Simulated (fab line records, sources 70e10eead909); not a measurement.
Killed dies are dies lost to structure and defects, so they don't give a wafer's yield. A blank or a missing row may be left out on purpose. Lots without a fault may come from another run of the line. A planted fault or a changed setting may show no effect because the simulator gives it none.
fab line records | flow nand_harc
record lots=5 wafers=15 last_day=33
route steps=1302 shown P_M0@262 END@1302
lots that met no fault: from a run of the same line without faults
start_h: hours from the record's first day to the start of the lot's first wafer shown | wait_h: hours since the lot's step before | " the same as in the row above | L1.1+2: a row that stands for several wafers | - no value, or no start given | * or withheld: withheld | < > ~ a bound
route shown NAME@n: a module of which the file shows steps, and the number in the route of the first | usual: mean/standard deviation of fault-free wafers | same: alike in all rows | chamber/n: place in a boat | sites: the reading at each site | _std_site: their standard deviation | _edge_site: outer sites' mean less inner sites' | radius_mm: how far each site lies from the wafer's centre | mask NAME#n: copy n | behind: the tool/chamber that last shaped the wafer | hold: why the lot was held/for how many hours/how that ended | device: the transistor (n, p or np) that didn't switch | end of line: the same wafers' tests at the end of the route | a step without rows: its recipe alone | killed: dies lost to structure and defects at the first sort, not the wafer's yield | map: a wafer's dies, x killed, . not, _ none there
set.NAME: the setting as run; set.NAME@STEP: as run at that earlier step | model.NAME: the simulator's own value behind a step, which no gauge read
lots at some steps of the route; a table a step, a row a wafer
services: from which hour (start_h, from the record's first day; less than 0 if before it) a tool's chamber was out of use, for how many hours, and why
## steps
# step NHARC_P_M0_DEVELOP_08
# recipe develop_time_s=35 dev_temp_c=23
# step NHARC_P_M0_CD_MEAS_09
# recipe target_cd_nm=90 landing_energy_ev=500
# usual cd_nm=89.9/0.65
# columns lot.wafer tool chamber start_h wait_h cd_nm
L429.2 cd_sem-03 0 117.54 - 90.2
L429.4 " 0 " " 90.1
L429.5 " 0 " " 90.1
L442.1 cd_sem-01 0 247.46 - 89.2
L442.5 " 0 " " 88.8
L442.6 " 0 " " 89.0
L450.2 cd_sem-03 0 324.13 - 89.7
L450.3 " 0 " " 89.1
L450.6 " 0 " " 89.6
L451.2 cd_sem-03 0 338.27 - 91.0
L451.3 " 0 " " 90.5
L451.4 " 0 " " 90.5
L452.3 cd_sem-02 0 349.84 - 89.7
L452.4 " 0 " " 90.0
L452.5 " 0 " " 89.0
# step NHARC_P_M0_OVL_MEAS_10
# recipe pitch_nm=180
# usual overlay_x_nm=0.2/0.85 overlay_y_nm=0.0/0.84
# columns lot.wafer tool chamber start_h wait_h overlay_x_nm overlay_y_nm
L429.2 overlay-02 - 117.63 - -0.1 1.4
L429.4 " - " " 0.2 1.4
L429.5 " - " " 0.4 0.4
L442.1 overlay-01 - 247.55 - -1.3 -0.3
L442.5 " - " " -1.3 -0.3
L442.6 " - " " -1.0 -0.8
L450.2 overlay-02 - 324.22 - 0.6 0.8
L450.3 " - " " 0.3 0.0
L450.6 " - " " 0.4 0.5
L451.2 overlay-02 - 338.35 - 0.6 -0.7
L451.3 " - " " 1.1 -0.8
L451.4 " - " " 0.7 -0.7
L452.3 overlay-02 - 349.93 - 0.7 0.0
L452.4 " - " " 0.2 0.1
L452.5 " - " " 0.6 0.6
# step NHARC_P_M0_INSPECT_11
# usual raw_defect_count=4.1/2
# columns lot.wafer tool chamber start_h wait_h raw_defect_count
L429.2 defect_inspect-02 - 117.67 0.0 4
L429.4 " - " " 5
L429.5 " - " " 2
L442.1 defect_inspect-02 - 247.58 0.0 4
L442.5 " - " " 4
L442.6 " - " " 6
L450.2 defect_inspect-02 - 324.26 0.0 3
L450.3 " - " " 2
L450.6 " - " " 3
L451.2 defect_inspect-02 - 338.39 0.0 4
L451.3 " - " " 3
L451.4 " - " " 4
L452.3 defect_inspect-02 - 349.96 0.0 2
L452.4 " - " " 1
L452.5 " - " " 1
# step NHARC_P_M0_DESCUM_14
# recipe time_s=3 o2_flow_sccm=200 ar_flow_sccm=0 bias_power_w=0 chemistry=O2
# usual drypump_motor_current_A=5.8/0.68 oes_product_au=1.002/0.0075 rf_vpp_V=57.7/0.9 showerhead_plenum_p_Torr=1.90/0.088 throttle_valve_pct=11.311/0.0085
# columns lot.wafer tool chamber start_h wait_h drypump_motor_current_A oes_product_au rf_hours_counter_h rf_vpp_V showerhead_plenum_p_Torr throttle_valve_pct
L429.2 rie_diel-04 1 117.74 0.1 5.1 0.993 16 56.3 1.91 11.306
L429.5 " 0 " " 6.8 1.002 - 56.6 1.78 11.311
L429.4 " 3 " " 6.2 0.999 - 57.6 1.95 11.299
L442.1 rie_diel-12 1 247.66 0.1 4.8 0.999 51 57.2 1.90 11.304
L442.5 " 3 " " 6.3 0.998 - 58.7 2.04 11.324
L442.6 " 0 " " 5.0 1.009 - 56.7 1.78 11.312
L450.3 rie_diel-04 0 324.32 0.1 6.8 1.003 24 58.5 1.77 11.316
L450.2 " 1 " " 5.1 1.003 23 58.1 1.90 11.304
L450.6 " 1 " " 5.1 1.003 - 57.3 1.90 11.311
L451.4 rie_diel-12 1 338.47 0.1 4.8 1.007 17 56.5 1.90 11.306
L451.2 " 2 " " 6.4 1.006 14 58.9 1.83 11.319
L451.3 " 3 " " 6.3 1.007 18 57.5 2.03 11.314
L452.4 rie_diel-12 1 350.03 0.1 4.8 0.998 20 57.1 1.90 11.318
L452.3 " 3 " " 6.3 0.995 24 58.0 2.03 11.315
L452.5 " 0 " " 5.0 1.000 - 58.5 1.77 11.319
# step NHARC_P_M0_ETCH_34
# recipe target_depth_a=400 overetch_a=120 time_s=43.94 ion_energy_ev=200 n2_flow_sccm=150 h2_flow_sccm=150 ar_flow_sccm=0 rf_w=400 bias_w=150 chemistry=N2/H2
# step NHARC_P_M0_ETCH_15
# recipe target_depth_a=1500 overetch_a=150 time_s=82.5 c4f8_flow_sccm=withheld ar_flow_sccm=400 rf_w=600 bias_w=300 chemistry=C4F8/Ar
# step NHARC_P_M0_CD_MEAS_16
# usual cd_nm=89.8/0.74
# columns lot.wafer tool chamber start_h wait_h cd_nm
L429.2 cd_sem-03 - 118.07 - 89.3
L429.4 " - " " 90.4
L429.5 " - " " 90.0
L442.1 cd_sem-02 - 247.94 - 88.9
L442.5 " - " " 88.4
L442.6 " - " " 89.1
L450.2 cd_sem-03 - 324.62 - 88.8
L450.3 " - " " 89.2
L450.6 " - " " 89.3
L451.2 cd_sem-02 - 338.77 - 91.2
L451.3 " - " " 90.7
L451.4 " - " " 90.7
L452.3 cd_sem-01 - 350.39 - 89.9
L452.4 " - " " 89.9
L452.5 " - " " 89.2
# step NHARC_P_M0_STRIP_18
# recipe power_w=1000 n2_flow_sccm=150 h2_flow_sccm=150 ar_flow_sccm=0 bias_w=0 chemistry=N2/H2
# usual drypump_motor_current_A=5.7/0.65 oes_product_au=1.001/0.0081 rf_vpp_V=90.6/0.94 showerhead_plenum_p_Torr=2.03/0.094 throttle_valve_pct=14.170/0.01
# same bias_w=0
# columns lot.wafer tool chamber start_h wait_h drypump_motor_current_A oes_product_au rf_hours_counter_h rf_vpp_V showerhead_plenum_p_Torr throttle_valve_pct
L429.2 rie_diel-13 2 118.15 0.1 5.7 1.004 41 88.4 1.97 14.183
L429.4 " 0 " " 6.5 0.996 45 91.3 1.96 14.170
L429.5 " 3 " " 5.0 0.983 - 90.4 2.16 14.169
L442.1 rie_diel-13 1 248.09 0.1 5.2 1.004 26 91.8 2.04 14.155
L442.6 " 3 " " 5.0 0.996 - 90.6 2.14 14.184
L442.5 " 1 " " 5.2 0.990 - 92.2 2.03 14.170
L450.2 rie_diel-12 3 324.69 0.1 6.3 1.006 13 91.9 2.17 14.162
L450.3 " 0 " " 5.0 1.005 15 92.2 1.89 14.184
L450.6 " 1 " " 4.8 1.004 - 89.7 2.02 14.167
L451.4 rie_diel-13 2 339.16 0.4 5.7 1.005 62 88.9 1.95 14.150
L451.3 " 3 " " 5.0 1.005 59 93.0 2.13 14.175
L451.2 " 0 " " 6.4 1.001 50 90.1 1.94 14.174
L452.3 rie_diel-04 0 350.46 0.1 6.8 0.993 27 89.8 1.88 14.176
L452.4 " 1 " " 5.1 1.005 27 91.1 2.02 14.177
L452.5 " 0 " " 6.8 0.995 - 89.9 1.88 14.177
# step NHARC_P_M0_STRIP_19
# recipe time_s=600 temp_c=30 chemistry=post_etch_residue_remover
# step NHARC_P_M0_DEGAS_28
# recipe temp_c=250 time_s=60
# usual heater_power_w=327/17
# columns lot.wafer tool chamber start_h wait_h heater_power_w
L429.4 pvd_sputter-01 - 118.70 - 330
L429.2 " - " " 340
L429.5 " - " " 309
L442.1 pvd_sputter-02 - 248.63 - 333
L442.6 " - " " 304
L442.5 " - " " 341
L450.2 pvd_sputter-01 - 325.28 - 319
L450.3 " - " " 299
L450.6 " - " " 306
L451.4 pvd_sputter-02 - 339.70 - 331
L451.2 " - " " 326
L451.3 " - " " 321
L452.3 pvd_sputter-01 - 351.00 - 326
L452.4 " - " " 302
L452.5 " - " " 319
# step NHARC_P_M0_PRE_CLEAN_29
# recipe time_s=30 temp_c=280 gas=H2/He
# usual heater_power_w=402/20
# columns lot.wafer tool chamber start_h wait_h heater_power_w
L429.4 pvd_sputter-01 - - - 369
L429.2 " - " " 365
L429.5 " - " " 375
L442.1 pvd_sputter-02 - - - 410
L442.5 " - " " 423
L442.6 " - " " 377
L450.3 pvd_sputter-01 - - - 391
L450.2 " - " " 389
L450.6 " - " " 366
L451.3 pvd_sputter-02 - - - 406
L451.4 " - " " 396
L451.2 " - " " 385
L452.4 pvd_sputter-01 - - - 393
L452.3 " - " " 401
L452.5 " - " " 395
# step NHARC_P_M0_PVD_20
# recipe target_thk_a=50 bias_v=168.6 power_w=15000 chamber_pressure_pa=0.12 time_s=8.06 substrate_temp_c=50 material=TaN
# usual cathode_dc_power_W=15000/3.1 throttle_valve_pct=30.2/0.78 time_s=8.06/0
# columns lot.wafer tool chamber start_h wait_h cathode_dc_power_W throttle_valve_pct time_s
L429.2 pvd_sputter-01 - 118.82 - 14997 30.6 8.06
L429.4 " - " " 14993 29.0 8.06
L429.5 " - " " 14997 30.7 8.06
L442.1 pvd_sputter-02 - 248.75 - 14999 30.4 7.1879
L442.5 " - " " 15001 29.7 7.1879
L442.6 " - " " 15002 29.0 8.06
L450.3 pvd_sputter-01 - 325.41 - 15003 30.8 8.06
L450.2 " - " " 15002 31.0 8.06
L450.6 " - " " 15000 31.7 8.06
L451.3 pvd_sputter-02 - 339.81 - 15000 29.8 8.06
L451.4 " - " " 15001 29.6 8.06
L451.2 " - " " 14998 29.8 8.06
L452.3 pvd_sputter-01 - 351.12 - 15003 30.4 8.06
L452.4 " - " " 15003 31.3 8.06
L452.5 " - " " 14995 30.6 8.06
# step NHARC_P_M0_PVD_21
# recipe target_thk_a=300 chamber_pressure_pa=5 power_w=5000 substrate_temp_c=30 time_s=20.49 material=Cu
# usual cathode_dc_power_W=5000.0/0.94 throttle_valve_pct=30.2/0.82 time_s=20.49/0
# columns lot.wafer tool chamber start_h wait_h cathode_dc_power_W throttle_valve_pct time_s
L429.4 pvd_sputter-01 - - - 5000.7 31.7 20.49
L429.2 " - " " 4999.3 30.1 20.49
L429.5 " - " " 5001.6 31.0 20.49
L442.1 pvd_sputter-02 - - - 5001.4 29.6 20.49
L442.5 " - " " 5001.4 29.5 20.49
L442.6 " - " " 4999.2 28.9 20.49
L450.3 pvd_sputter-01 - - - 5000.5 31.2 20.49
L450.2 " - " " 4999.9 31.7 20.49
L450.6 " - " " 4999.0 30.9 20.49
L451.3 pvd_sputter-02 - - - 4998.4 29.7 20.49
L451.4 " - " " 5000.7 30.0 20.49
L451.2 " - " " 5000.3 29.8 20.49
L452.3 pvd_sputter-01 - - - 5001.6 31.5 20.49
L452.4 " - " " 5000.8 30.6 20.49
L452.5 " - " " 4998.9 30.5 20.49
# step NHARC_END_SORT_01
# recipe temp_c=25
# usual defect_limited_yield=91.5/2.4 killed_at_array=52/16 killed_at_other=0.8/1.1 killed_at_periphery=4.2/2.5 killed_dies=57/16 killed_open=3.4/2 killed_short=2.6/1.6 sort_bin_2_pct=3.0/1.1 sort_bin_3_pct=0.6/0.31 sort_bin_4_pct=4.8/1.4 sort_n_pass=620/16 sort_rim_yield_pct=90/4.8 sort_yield_pct=91.5/2.4
# same gross_dies=677 sort_bin_5_pct[%]=0 sort_bin_6_pct[%]=0 sort_bin_7_pct[%]=0 sort_bin_8_pct[%]=0 sort_rim_n_gross=106.00
# columns lot.wafer tool chamber start_h wait_h defect_limited_yield[%] killed_at_array killed_at_other killed_at_periphery killed_dies killed_open killed_short sort_bin_2_pct[%] sort_bin_3_pct[%] sort_bin_4_pct[%] sort_n_pass sort_rim_yield_pct[%] sort_yield_pct[%]
L442.1 prober-01 0 690.74 2.5 95.3 28 0 4 32 5 1 1.5 0.3 3.0 645 91 95.3
L442.5 prober-01 0 693.92 3.7 94.8 31 2 2 35 4 1 1.3 0.1 3.7 642 92 94.8
L442.6 prober-01 0 694.72 4.0 93.8 36 1 5 42 5 4 2.2 0.4 3.5 635 94 93.8
L451.2 prober-02 0 774.56 2.8 91.7 49 0 7 56 5 4 3.2 0.4 4.6 621 88 91.7
L451.3 prober-02 0 775.36 3.1 88.8 72 0 4 76 4 3 4.6 1.0 5.6 601 87 88.8
L451.4 prober-02 0 776.15 3.4 89.1 70 0 4 74 7 0 4.0 0.4 6.5 603 90 89.1
L452.3 prober-02 0 790.24 3.1 90.4 63 0 2 65 2 6 3.2 0.6 5.8 612 92 90.4
L452.4 prober-02 0 791.05 3.4 92.8 49 0 0 49 2 1 1.8 0.4 5.0 628 89 92.8
L452.5 prober-02 0 791.85 3.7 92.2 51 1 1 53 3 1 3.0 0.6 4.3 624 83 92.2
# killed by level:class
L442.1 A_CHANNEL_HOLE_D2:chamber_film_flake=12 A_CONTACT:chamber_film_flake=5 A_CHANNEL_HOLE_D1:chamber_film_flake=3 P_M0:geometric_particle:open=2 A_ZERO_WELL:chamber_film_flake=2 A_SLIT:chamber_film_flake=2 P_M0:geometric_particle:short=1 A_CHANNEL_FILL_D2:geometric_particle:open=1
L442.5 A_CHANNEL_HOLE_D2:chamber_film_flake=15 A_CHANNEL_HOLE_D1:chamber_film_flake=3 A_CONTACT:chamber_film_flake=3 A_ONON_D1:geometric_particle:open=2 A_ZERO_WELL:chamber_film_flake=2 A_STAIRCASE:chamber_film_flake=2 A_ONON_D2:geometric_particle:short=1 A_CONTACT:geometric_particle:open=1
L442.6 A_CHANNEL_HOLE_D2:chamber_film_flake=14 A_CHANNEL_HOLE_D1:chamber_film_flake=5 P_ZERO_WELL:chamber_film_flake=5 A_STAIRCASE:chamber_film_flake=3 A_WL_FILL:geometric_particle:short=2 A_M0:geometric_particle:open=2 A_SGD_CUT:chamber_film_flake=2 A_ONON_D1:geometric_particle:short=1
L451.2 A_SLIT:chamber_film_flake=22 A_CONTACT:chamber_film_flake=10 A_CHANNEL_HOLE_D1:chamber_film_flake=5 P_STI:chamber_film_flake=3 P_GATE:chamber_film_flake=2 P_GATE:geometric_particle:open=1 P_CONTACT:geometric_particle:open=1 A_ONON_D1:geometric_particle:open=1
L451.3 A_SLIT:chamber_film_flake=36 A_CONTACT:chamber_film_flake=18 A_CHANNEL_HOLE_D1:chamber_film_flake=9 P_STI:chamber_film_flake=2 A_CHANNEL_FILL_D1:chamber_film_flake=2 A_M0:chamber_film_flake=2 P_CONTACT:geometric_particle:open=1 P_M1:geometric_particle:short=1
L451.4 A_SLIT:chamber_film_flake=26 A_CHANNEL_HOLE_D1:chamber_film_flake=12 A_CONTACT:chamber_film_flake=11 A_CHANNEL_FILL_D1:chamber_film_flake=6 A_M0:chamber_film_flake=5 A_M0:geometric_particle:open=3 P_STI:chamber_film_flake=2 A_STAIRCASE:chamber_film_flake=2
L452.3 A_CHANNEL_HOLE_D2:chamber_film_flake=31 A_SLIT:chamber_film_flake=12 A_CONTACT:chamber_film_flake=8 A_WL_FILL:geometric_particle:short=3 A_STAIRCASE:chamber_film_flake=3 P_GATE:geometric_particle:open=1 P_CONTACT:geometric_particle:short=1 A_ONON_D1:geometric_particle:short=1
L452.4 A_CHANNEL_HOLE_D2:chamber_film_flake=19 A_CONTACT:chamber_film_flake=13 A_SLIT:chamber_film_flake=8 A_CHANNEL_FILL_D1:chamber_film_flake=2 A_M1:chamber_film_flake=2 A_CHANNEL_HOLE_D1:geometric_particle:open=1 A_CHANNEL_HOLE_D2:geometric_particle:open=1 A_M0:geometric_particle:short=1
L452.5 A_CHANNEL_HOLE_D2:chamber_film_flake=29 A_CONTACT:chamber_film_flake=10 A_SLIT:chamber_film_flake=6 A_CHANNEL_FILL_D2:chamber_film_flake=2 P_M1:geometric_particle:short=1 A_CONTACT:geometric_particle:open=1 A_M1:geometric_particle:open=1 STARTING-WAFER:geometric_particle:open=1
## services
# columns tool chamber start_h hours kind
pvd_sputter-02 - 104.11 10.0 pm
rie_diel-04 2 117.14 7.5 repair
rie_diel-13 0 120.53 3.0 repair
rie_diel-13 - 129.75 0.9 repair
rie_diel-12 0 147.94 23.3 repair
rie_diel-04 0 155.30 21.4 repair
rie_diel-13 0 157.78 1.5 repair
rie_diel-13 - 165.04 9.0 pm
rie_diel-04 - 178.01 9.0 pm
pvd_sputter-01 - 182.99 2.2 repair
pvd_sputter-01 - 192.31 41.4 repair
rie_diel-04 3 203.93 3.6 repair
rie_diel-13 0 234.73 19.8 repair
rie_diel-13 2 261.18 6.1 repair
rie_diel-12 - 269.40 9.0 pm
pvd_sputter-02 - 279.16 7.2 repair
pvd_sputter-02 - 286.37 10.0 pm
rie_diel-12 2 314.33 11.1 repair
rie_diel-12 - 319.66 1.6 repair
rie_diel-04 - 321.14 0.9 repair
rie_diel-13 - 334.71 0.5 repair
rie_diel-04 - 336.26 4.3 repair
rie_diel-12 1 339.56 4.2 repair
rie_diel-13 - 342.05 9.0 pm
## key
first_sign step=NHARC_P_M0_PVD_20 reading=time_s direction=down sigmas=99+ usual=* struck=*
effect none on later readings
met_at NHARC_P_M0_PVD_20
struck_wafers L442.1,L442.5
fault kind=process_parameter_drift tool=pvd_sputter-02 chamber=- onset_h=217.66 steps=NHARC_P_M0_PVD_20 channel=time_s offset=* shape=step end_h=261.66 scope=struck_wafers_only acts_in=* stated=*
